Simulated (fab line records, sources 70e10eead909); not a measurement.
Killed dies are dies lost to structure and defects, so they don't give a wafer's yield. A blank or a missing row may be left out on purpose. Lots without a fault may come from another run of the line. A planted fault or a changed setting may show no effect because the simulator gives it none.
Tool commonality check | flow nand_harc | 14 lots, 42 wafers sampled

WHY IT WAS OPENED
At NHARC_A_CONTACT_INSPECT_23 the reading raw_defect_count is flagged on 2 of 14 lots. Wafers without a fault read 487, standard deviation 110.
Rule: a lot is flagged when every wafer of it that has a number lies more than 4 standard deviations from that mean, or none has a number. The other lots count as sound.

lot  | measured     | on                | raw_defect_count, wafer by wafer | flag
L824 | day 23 04:16 | defect_inspect-01 | 525 621 463                      |
L826 | day 23 08:53 | defect_inspect-02 | 353 419 437                      |
L825 | day 23 14:19 | defect_inspect-01 | 495 504 519                      |
L829 | day 25 12:32 | defect_inspect-02 | 673 547 632                      |
L830 | day 25 14:25 | defect_inspect-01 | 593 672 529                      |
L832 | day 25 15:24 | defect_inspect-02 | 881 410 626                      |
L831 | day 25 17:34 | defect_inspect-01 | 458 377 567                      |
L827 | day 25 18:52 | defect_inspect-01 | 583 339 352                      |
L836 | day 26 20:59 | defect_inspect-01 | 718 428 365                      |
L835 | day 27 01:40 | defect_inspect-01 | 559 490 604                      |
L838 | day 28 16:41 | defect_inspect-01 | 2917 2723 2811                   | FLAGGED
L841 | day 29 04:46 | defect_inspect-02 | 2671 2571 2848                   | FLAGGED
L846 | day 32 05:07 | defect_inspect-01 | 493 544 458                      |
L847 | day 32 19:11 | defect_inspect-01 | 463 718 425                      |
The numbers of the flagged lots are 2757 on average: +2270 against the usual, or +21 standard deviations.

WHICH TOOL RAN EACH LOT
The record holds 3 process steps before the reading, out of a route of 1302 steps. In each cell: the tool, then ch and the chambers that the sampled wafers went through, then the start.
lot  | flag    | NHARC_A_CONTACT_DESCUM_13          | NHARC_A_CONTACT_ETCH_137             | NHARC_A_CONTACT_CMP_20
L824 |         | rie_diel-12 ch 2,3, day 22 22:40   | har_cap_etch-03 ch 0,1, day 23 00:30 | cmp-02 ch 1,2, day 23 03:53
L826 |         | rie_diel-12 ch 0,1,2, day 23 03:13 | har_cap_etch-02 ch 0,1, day 23 05:08 | cmp-01 ch 0,1,3, day 23 08:29
L825 |         | rie_diel-12 ch 0,2, day 23 07:38   | har_cap_etch-03 ch 0,1, day 23 09:33 | cmp-02 ch 2,3, day 23 13:54
L829 |         | rie_diel-04 ch 0,1,3, day 25 06:51 | har_cap_etch-02 ch 0,1, day 25 08:43 | cmp-04 ch 0,1,3, day 25 12:10
L830 |         | rie_diel-01 ch 0,1,3, day 25 07:35 | har_cap_etch-03 ch 0,1, day 25 09:26 | cmp-02 ch 0,1,3, day 25 14:01
L832 |         | rie_diel-04 ch 0,1,2, day 25 09:30 | har_cap_etch-01 ch 0,1, day 25 11:26 | cmp-02 ch 1,2,3, day 25 15:02
L831 |         | rie_diel-04 ch 1,3, day 25 11:44   | har_cap_etch-02 ch 0,1, day 25 13:53 | cmp-01 ch 0,1,2, day 25 17:10
L827 |         | rie_diel-12 ch 0,2,3, day 25 12:52 | har_cap_etch-03 ch 0,1, day 25 14:50 | cmp-04 ch 0,2,3, day 25 18:28
L836 |         | rie_diel-12 ch 1,2,3, day 26 15:22 | har_cap_etch-02 ch 0,1, day 26 17:16 | cmp-04 ch 1,2,3, day 26 20:35
L835 |         | rie_diel-12 ch 1,2,3, day 26 19:32 | har_cap_etch-01 ch 0,1, day 26 21:43 | cmp-01 ch 0,1,2, day 27 01:16
L838 | FLAGGED | rie_diel-12 ch 0,3, day 28 10:55   | har_cap_etch-01 ch 0,1, day 28 12:57 | cmp-01 ch 1,2,3, day 28 16:21
L841 | FLAGGED | rie_diel-12 ch 1,3, day 28 22:55   | har_cap_etch-01 ch 1, day 29 00:58   | cmp-01 ch 0,2,3, day 29 04:22
L846 |         | rie_diel-12 ch 0,2,3, day 31 23:13 | har_cap_etch-01 ch 0,1, day 32 01:17 | cmp-01 ch 0,1,2, day 32 04:43
L847 |         | rie_diel-12 ch 0,3, day 32 13:35   | har_cap_etch-01 ch 0,1, day 32 15:34 | cmp-02 ch 1,2,3, day 32 18:50
What these steps do:
- NHARC_A_CONTACT_DESCUM_13: chemistry O2, time 3 s.
- NHARC_A_CONTACT_ETCH_137: etches the open film in C4F8/O2/Ar, time 311 s, target depth 1912 nm.
- NHARC_A_CONTACT_CMP_20: polishes, t overpolish 30 s, target thk 300 nm.
- NHARC_A_CONTACT_INSPECT_23

FLAGGED OVER TOTAL, TOOL BY TOOL (the gauges that took the reading come last)
step                       | tool              | lots run | flagged | share of the flagged lots | sound lots run after its first flagged lot
NHARC_A_CONTACT_DESCUM_13  | rie_diel-01       | 1        | 0       | none                      | -
NHARC_A_CONTACT_DESCUM_13  | rie_diel-04       | 3        | 0       | none                      | -
NHARC_A_CONTACT_DESCUM_13  | rie_diel-12       | 10       | 2       | all                       | 2 (L846,L847)
NHARC_A_CONTACT_ETCH_137   | har_cap_etch-01   | 6        | 2       | all                       | 2 (L846,L847)
NHARC_A_CONTACT_ETCH_137   | har_cap_etch-02   | 4        | 0       | none                      | -
NHARC_A_CONTACT_ETCH_137   | har_cap_etch-03   | 4        | 0       | none                      | -
NHARC_A_CONTACT_CMP_20     | cmp-01            | 6        | 2       | all                       | 1 (L846)
NHARC_A_CONTACT_CMP_20     | cmp-02            | 5        | 0       | none                      | -
NHARC_A_CONTACT_CMP_20     | cmp-04            | 3        | 0       | none                      | -
NHARC_A_CONTACT_INSPECT_23 | defect_inspect-01 | 10       | 1       | some                      | 2 (L846,L847)
NHARC_A_CONTACT_INSPECT_23 | defect_inspect-02 | 4        | 1       | some                      | 0

WHAT THE TABLE ALLOWS
3 rows of the table ran every flagged lot: rie_diel-12 at NHARC_A_CONTACT_DESCUM_13, har_cap_etch-01 at NHARC_A_CONTACT_ETCH_137, cmp-01 at NHARC_A_CONTACT_CMP_20.
- rie_diel-12 at NHARC_A_CONTACT_DESCUM_13: 2 of its 10 lots flagged. Sound lots ran on it after the first flagged one (L846, L847), which a lasting fault on the whole tool wouldn't allow.
- har_cap_etch-01 at NHARC_A_CONTACT_ETCH_137: 2 of its 6 lots flagged. Sound lots ran on it after the first flagged one (L846, L847), which a lasting fault on the whole tool wouldn't allow.
- cmp-01 at NHARC_A_CONTACT_CMP_20: 2 of its 6 lots flagged. Sound lots ran on it after the first flagged one (L846), which a lasting fault on the whole tool wouldn't allow. On the flagged lots its readings are blank where sound lots have values: edge_zone_pressure_frac, motor_current_A, overpolish_run_s, retaining_ring_pressure_frac and 1 more.
No row of the table ran every flagged lot and no sound lot after the first.

WHAT THE SIMULATOR HAD PUT IN
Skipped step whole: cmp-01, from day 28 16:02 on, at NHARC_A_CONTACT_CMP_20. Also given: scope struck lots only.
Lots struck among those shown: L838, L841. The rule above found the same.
